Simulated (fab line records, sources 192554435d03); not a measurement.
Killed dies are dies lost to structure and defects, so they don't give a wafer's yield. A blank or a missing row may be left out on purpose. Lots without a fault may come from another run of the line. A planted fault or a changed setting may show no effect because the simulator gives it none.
Split-lot experiment | flow n5_finfet | 7 lots, 21 wafers read, on a route of 1938 steps

THE SPLIT
At N5_ZERO_LAYER_EXPOSE_08 (exposes mask ZERO, defocus 0 nm, target cd 2000 nm), the setting dose_mj was moved away from the recipe's 16.2 on 8 of the 21 wafers read, by -7.2% to +4.8%. The other wafers ran this setting at the recipe's value.

FROM THE SPLIT TO THE READING: what the file shows between them, 3 steps
- N5_ZERO_LAYER_PEB_09
- N5_ZERO_LAYER_DEVELOP_10: develop time 60 s
- N5_ZERO_LAYER_HARDBAKE_23: time 120 s

THE READING
cd_nm, in nm, at N5_ZERO_LAYER_CD_MEAS_11 (target cd 2000 nm). Fault-free wafers of this fab line usually give 2000.2 nm, standard deviation 1.6 nm.

wafer  | tool, chamber at the split | dose_mj as run | against the recipe | cd_nm, nm | against lot-mates on the recipe
L076.1 | krf_scanner-02, 0          | 16.65          | +2.8%              | 2006.7    | +4.9
L076.3 | krf_scanner-02, 0          | 16.65          | +2.8%              | 2002.0    | +0.2
L076.5 | krf_scanner-02, 0          | 16.2           | recipe             | 2001.8    | -
L077.1 | krf_scanner-01, 0          | 16.2           | recipe             | 1997.5    | -
L077.2 | krf_scanner-01, 0          | 16.2           | recipe             | 1998.8    | -
L077.4 | krf_scanner-01, 0          | 16.2           | recipe             | 1999.0    | -
L081.2 | krf_scanner-02, 0          | 16.2           | recipe             | 1999.6    | -
L081.3 | krf_scanner-02, 0          | 16.53          | +2.0%              | 2002.5    | +2.9
L081.5 | krf_scanner-02, 0          | 16.53          | +2.0%              | 2004.1    | +4.5
L086.4 | krf_scanner-02, 0          | 16.2           | recipe             | 2001.1    | -
L086.5 | krf_scanner-02, 0          | 16.2           | recipe             | 2001.0    | -
L086.6 | krf_scanner-02, 0          | 16.2           | recipe             | 2001.3    | -
L092.1 | krf_scanner-02, 0          | 16.2           | recipe             | 2001.3    | -
L092.3 | krf_scanner-02, 0          | 16.2           | recipe             | 2002.7    | -
L092.6 | krf_scanner-02, 0          | 16.53          | +2.0%              | 2003.4    | +1.4
L094.1 | krf_scanner-02, 0          | 16.2           | recipe             | 1999.4    | -
L094.5 | krf_scanner-02, 0          | 16.97          | +4.8%              | 2008.1    | +8.7
L094.6 | krf_scanner-02, 0          | 16.2           | recipe             | 1999.4    | -
L096.1 | krf_scanner-01, 0          | 15.04          | -7.2%              | 1986.8    | -15.8
L096.5 | krf_scanner-01, 0          | 15.04          | -7.2%              | 1988.6    | -14.0
L096.6 | krf_scanner-01, 0          | 16.2           | recipe             | 2002.6    | -

THE FIT
A straight line over all 21 wafers: cd_nm changes by +1.69 nm for each +1% of dose_mj; r = +0.95; the points scatter about the line by 1.6 nm.
The same after taking each lot's own level away (the mean of its wafers on the recipe; 21 wafers): +1.88 nm for each +1%; r = +0.97; scatter 1.4 nm.
On that fit, the largest move of dose_mj shifts the reading by 13 nm.
The lots' own levels span 1998.43 to 2002.60 nm, that is 2.6 times the standard deviation above.
So the lot-to-lot level changes the slope: the two fits differ.
Check: with one of the wafers moved furthest among these (-7.2%) left out of the fit, the line predicts -12.8 nm for it against its lot-mates. It came out at -15.8 nm against them.

THE WHOLE CHAIN: every reading that the file lists as answering this split, in the file's order
step                     | what it does             | reading                                                           | change (the file's fit)              | r (the file's)
N5_ZERO_LAYER_CD_MEAS_11 | target cd 2000 nm        | cd_nm                                                             | +1.84 nm for each +1% of the setting | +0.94
N5_ZERO_LAYER_DESCUM_16  | chemistry O2, time 7.9 s | ZERO_LAYER.cd_nm (the simulator's own value, which no gauge read) | +1.86 nm for each +1% of the setting | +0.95

THE FILE'S OWN FIT
cd_nm changes by +1.84 nm for each +1% of dose_mj, r = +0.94.
